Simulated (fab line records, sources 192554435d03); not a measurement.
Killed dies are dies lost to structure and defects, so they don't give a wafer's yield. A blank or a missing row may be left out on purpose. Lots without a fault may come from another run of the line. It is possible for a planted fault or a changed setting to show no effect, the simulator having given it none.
A lot that was struck, set against a sound lot :: flow n5 finfet :: 15 out of 1938 route steps
Sound: the wafers L566.2, L566.5, L566.6. Struck: wafer L555.4 (left out: L555.2, L555.5 of the same lot, which were not struck); the cause appears at the end.
At each step with rows: each side's tool, then ch and its chambers, then its first start. Under that, the readings that differ: sound wafers :: struck wafers :: difference of the means :: sigmas: that difference in standard deviations of wafers without a fault.
alike: words and numbers the same on both sides, and readings whose means are apart by under 2 such deviations; not compared: readings that were withheld, readings missing a value for some wafer, numbers with overlapping values and no deviation given by the record, and bounds like >300 which may hide the same value.
The two part at a step that has a row with sigmas, a row that says differs or no value, or rows on one side only. When numbers do not overlap yet have no deviation, they are printed without sigmas and do not part them. A reading missing from all wafers of one side parts the sides only when that side holds two or more wafers.

N5_MOL_CONTACT_COAG_ETCH_106: etches SOC in N2/H2, target depth 80 nm, overetch 16 nm, time 120 s.
  sound on rie diel-06 ch 2,3, day 9 21:47; struck on rie diel-06 ch 1, day 7 15:35
reading: drypump motor current A (A)
sound: 5.4 5.4 5.3
struck: 6.5
difference: +1.1
sigmas: +3
  alike: oes product au, rf vpp V, showerhead plenum p Torr, throttle valve pct
  not compared: rf hours counter h
then, 2 steps without rows for these wafers: N5_MOL_CONTACT_COAG_STRIP_107 (strips in N2/H2); N5_MOL_CONTACT_COAG_STRIP_108 (strips in N2/H2).
N5_MOL_CONTACT_COAG_CONTACT_ETCH_14: etches SiO2 in C4F6/O2, target depth 27.5 nm, overetch 8.5 nm, time 20 s.
  sound on rie diel-06 ch 2,3, day 9 21:53; struck on rie diel-06 ch 1, day 7 15:41
reading: drypump motor current A (A)
sound: 5.4 5.4 5.3
struck: 6.5
difference: +1.1
sigmas: +3
  alike: O2_flow_sccm, oes product au, rf vpp V, showerhead plenum p Torr, throttle valve pct
  not compared: rf hours counter h
then, 1 step without rows for these wafers: N5_MOL_CONTACT_COAG_STRIP_109 (strips in C4F6/O2).
N5_MOL_CONTACT_COAG_ETCH_15: etches SiNx in CH3F/O2, stops on Si:P, target depth 7 nm.
  sound on rie diel-06 ch 2,3, day 9 21:55; struck on rie diel-06 ch 1, day 7 15:43
reading: drypump motor current A (A)
sound: 5.4 5.4 5.3
struck: 6.5
difference: +1.1
sigmas: +3
  alike: CH3F_flow_sccm, O2_flow_sccm, oes product au, rf vpp V, showerhead plenum p Torr, throttle valve pct
  not compared: rf hours counter h
N5_MOL_CONTACT_COAG_ETCH_110: etches Si in CF4/O2, target depth 2.5 nm, time 8 s.
  sound on rie diel-06 ch 2,3, day 9 21:59; struck on rie diel-06 ch 1, day 7 15:47
reading: drypump motor current A (A)
sound: 5.4 5.3 5.3
struck: 6.5
difference: +1.2
sigmas: +3
  alike: O2_flow_sccm, oes product au, rf vpp V, showerhead plenum p Torr, throttle valve pct
  not compared: rf hours counter h
N5_MOL_CONTACT_COAG_STRIP_98: strips in N2/H2.
  sound on rie diel-06 ch 2,3, day 9 22:02; struck on rie diel-06 ch 1, day 7 15:50
reading: drypump motor current A (A)
sound: 5.4 5.4 5.3
struck: 6.5
difference: +1.1
sigmas: +3

reading: throttle valve pct (%)
sound: 18.76 18.78 18.75
struck: 19.41
difference: +0.65
sigmas: +2
  alike: oes product au, rf vpp V, showerhead plenum p Torr
  not compared: rf hours counter h
N5_MOL_CONTACT_COAG_CD_MEAS_99: target cd 17.2 nm.
  sound on cd sem-03 at day 9 22:06; struck on cd sem-03 at day 7 15:54
  alike: cd nm
then, 3 steps without rows for these wafers: N5_MOL_CONTACT_COAG_IMPLANT_129; N5_MOL_CONTACT_COAG_PRECLEAN_111 (cleans in NF3:NH3, afs cycles 1, time 20 s, sublimation time 60 s); N5_MOL_CONTACT_COAG_TI_SIL_19 (material Ti, target thk 4.2 nm, time 15 s).
N5_MOL_CONTACT_COAG_ALD_20: deposits TiN, target thk 1.5 nm, pulse time 1 s, purge time 3 s.
  sound on ald metal-01 ch 2,3, day 9 22:49; struck on ald metal-02 ch 2, day 7 17:20
reading: ald cycles
sound: 68 68 68
struck: 52
difference: -16
sigmas: 
  alike: heater power w, precursor pulse height rel
then, 1 step without rows for these wafers: N5_MOL_CONTACT_COAG_SIL_ANNEAL_21 (time 60 s).
-- the record jumps here: 7 days lie between the struck wafers' starts before and after (it left off in module MOL_CONTACT_COAG and takes up again in module PASSIVATION, whose first step shown is number 1936 of the route) --
N5_PASSIVATION_PROBE_49:
  sound on prober-02 at day 18 02:51; struck on prober-01 at day 15 01:28
reading: killed_at_M4_up
sound: 4
struck: 16
difference: +12
sigmas: +2

reading: killed at contacts
sound: 34
struck: 7
difference: -27
sigmas: -5
  alike: killed_at_M0_to_M3, killed at front end, killed at other, killed dies, killed open, killed short

WHERE THEY PART
At N5_MOL_CONTACT_COAG_ETCH_106 first; at N5_PASSIVATION_PROBE_49 last (within this record only).

WHY: whatever the simulator had introduced
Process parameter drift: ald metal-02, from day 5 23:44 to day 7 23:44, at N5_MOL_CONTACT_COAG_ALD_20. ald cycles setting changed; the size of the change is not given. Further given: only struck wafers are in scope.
